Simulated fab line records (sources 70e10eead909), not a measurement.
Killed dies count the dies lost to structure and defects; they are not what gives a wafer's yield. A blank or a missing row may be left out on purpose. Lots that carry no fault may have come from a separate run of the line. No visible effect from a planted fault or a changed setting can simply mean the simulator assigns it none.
A lot that was struck, set against a sound lot :: flow nand_harc :: 22 steps out of a route of 1302
Sound: these wafers, L121.3, L121.4, L121.6. Struck: wafers L131.1, L131.3, L131.5. Last of all comes the cause.
Each step with rows lists, per side, the tool, then ch with its chambers, then its first start. Under that, the readings that differ: sound wafers :: struck wafers :: difference of the means :: sigmas: that difference in standard deviations of wafers without a fault.
alike: a reading whose means differ by less than 2 such deviations, as well as words and numbers matching on both sides. not compared: withheld readings; readings where some wafer has no value; bounds like >300 that might hide an equal value; numbers whose values overlap and for which the record gives no deviation.
A row with sigmas, a row that says differs or no value, or rows on one side alone: a step with any of these is where the two part. Numbers that have no deviation but don't overlap get no sigmas and don't part them. A reading missing from all wafers of one side parts the sides only when that side holds two or more wafers.

NHARC_A_CONTACT_CVD_19: deposits W, target thk 300 nm, time 802 s.
  sound on cvd_w-02 ch 0,1; struck on cvd_w-01 ch 0,1
reading: chamber_pressure_Torr (Torr)
sound: 39.85 39.82 39.82
struck: 39.95 40.22 40.13
difference: +0.27
sigmas: +3
  alike: heater_power_w, throttle_valve_pct
NHARC_A_CONTACT_CMP_20: polishes, t overpolish 30 s, target thk 300 nm.
  sound on cmp-03 ch 1,3, day 23 00:03; struck on cmp-04 ch 2,3, day 27 11:32
reading: motor_current_A (A)
sound: 10.9 11.0 11.7
struck: 12.3 12.9 12.7
difference: +1.4
sigmas: +2

reading: time_to_endpoint_s (s)
sound: 61 56 58
struck: 69 61 66
difference: +7
sigmas: +2
  alike: overpolish_run_s
following that, these wafers have no rows for 1 step: NHARC_A_CONTACT_SRD_22.
NHARC_A_CONTACT_INSPECT_23:
  sound on defect_inspect-01 at day 23 00:27; struck on defect_inspect-02 at day 27 11:56
  alike: raw_defect_count
then, 7 steps without rows for these wafers: NHARC_A_BLC_DEHYDRATE_00 (time 120 s); NHARC_A_BLC_HMDS_01 (time 30 s); NHARC_A_BLC_COAT_02 (time 75 s); NHARC_A_BLC_COAT_03 (time 65 s); NHARC_A_BLC_COAT_04 (resist thk 90 nm); NHARC_A_BLC_SOFTBAKE_05 (time 55 s); NHARC_A_BLC_EBR_06.
NHARC_A_BLC_EXPOSE_07: exposes mask A BLC, target cd 100 nm.
  sound on arfi_scanner-01 ch 0, day 23 00:49; struck on arfi_scanner-01 ch 0, day 27 12:18
reading: exposure_dose_mJ_cm2
sound: 68.13 68.00 68.01
struck: 73.77 73.66 73.75
difference: +5.68
sigmas: +86
  alike: mask
then, 2 steps without rows for these wafers: NHARC_A_BLC_PEB_08 (peb time 65 s); NHARC_A_BLC_DEVELOP_09 (develop time 35 s).
NHARC_A_BLC_CD_MEAS_10 targets a cd of 100 nm.
  sound on cd_sem-03 ch 0, day 23 00:58; struck on cd_sem-02 ch 0
reading: cd_nm (nm)
sound: 99.4 101.0 99.9
struck: 105.9 104.3 104.3
difference: +4.7
sigmas: +5
  not compared: hold
NHARC_A_BLC_OVL_MEAS_11:
  sound on overlay-01 at day 23 01:02; struck on overlay-01 at day 27 14:59
reading: hold
sound: - - -
struck: await_dispo/2.3h/release await_dispo/2.3h/release await_dispo/2.3h/release
difference: no value on the sound wafers
sigmas: 
  alike: overlay_x_nm, overlay_y_nm
NHARC_A_BLC_INSPECT_12:
  sound on defect_inspect-01 at day 23 01:05; struck on defect_inspect-01 at day 27 15:02
  alike: raw_defect_count
NHARC_A_BLC_DESCUM_15: chemistry O2, time 3 s.
  sound on rie_diel-03 ch 0,2,3, day 23 01:09; struck on rie_diel-10 ch 2, day 27 15:14
reading: model.A_BLC.cd_nm (nm)
sound: 98.35 101.3 100.1
struck: 103.5 102.1 102.7
difference: +2.9
sigmas: 
  alike: drypump_motor_current_A, oes_product_au, rf_vpp_V, showerhead_plenum_p_Torr, throttle_valve_pct
  not compared: rf_hours_counter_h
NHARC_A_BLC_ETCH_16: etches the open film in CF4, target depth 39 nm, time 65 s.
  sound on rie_diel-03 ch 0,1, day 23 01:14; struck on rie_diel-10 ch 1,2, day 27 15:36
  alike: drypump_motor_current_A, oes_product_au, rf_vpp_V, showerhead_plenum_p_Torr, throttle_valve_pct
  not compared: rf_hours_counter_h
NHARC_A_BLC_ETCH_17: etches the open film in N2/H2, target depth 390 nm, time 609.38 s.
  sound on rie_diel-03 ch 0,1,3; struck on rie_diel-10 ch 1,2, day 27 15:43
reading: model.A_BLC.cd_nm (nm)
sound: 96.05 98.25 97.99
struck: 106.8 100.7 105
difference: +6.7
sigmas: 
  alike: drypump_motor_current_A, oes_product_au, rf_vpp_V, showerhead_plenum_p_Torr, throttle_valve_pct
  not compared: rf_hours_counter_h
NHARC_A_BLC_ETCH_18: etches the open film in C4F8/O2/Ar, target depth 910 nm.
  sound on rie_diel-03 ch 0,3; struck on rie_diel-10 ch 2, day 27 16:25
  alike: oes_product_au, rf_vpp_V
  not compared: rf_hours_counter_h
NHARC_END_SORT_01:
  sound on prober-01 ch 0, day 24 18:28; struck on prober-01 ch 0, day 29 16:14
  alike: killed_at_array, killed_at_other, killed_at_periphery, killed_dies, killed_open, killed_short

== WHERE THEY PART ==
Earliest at NHARC_A_CONTACT_CVD_19; latest, in this record, at NHARC_A_BLC_OVL_MEAS_11. Later steps at which nothing parts them and some readings are alike: NHARC_A_BLC_INSPECT_12, NHARC_A_BLC_DESCUM_15, NHARC_A_BLC_ETCH_16, NHARC_A_BLC_ETCH_17, NHARC_A_BLC_ETCH_18, NHARC_END_SORT_01.

WHY: the cause the simulator had injected
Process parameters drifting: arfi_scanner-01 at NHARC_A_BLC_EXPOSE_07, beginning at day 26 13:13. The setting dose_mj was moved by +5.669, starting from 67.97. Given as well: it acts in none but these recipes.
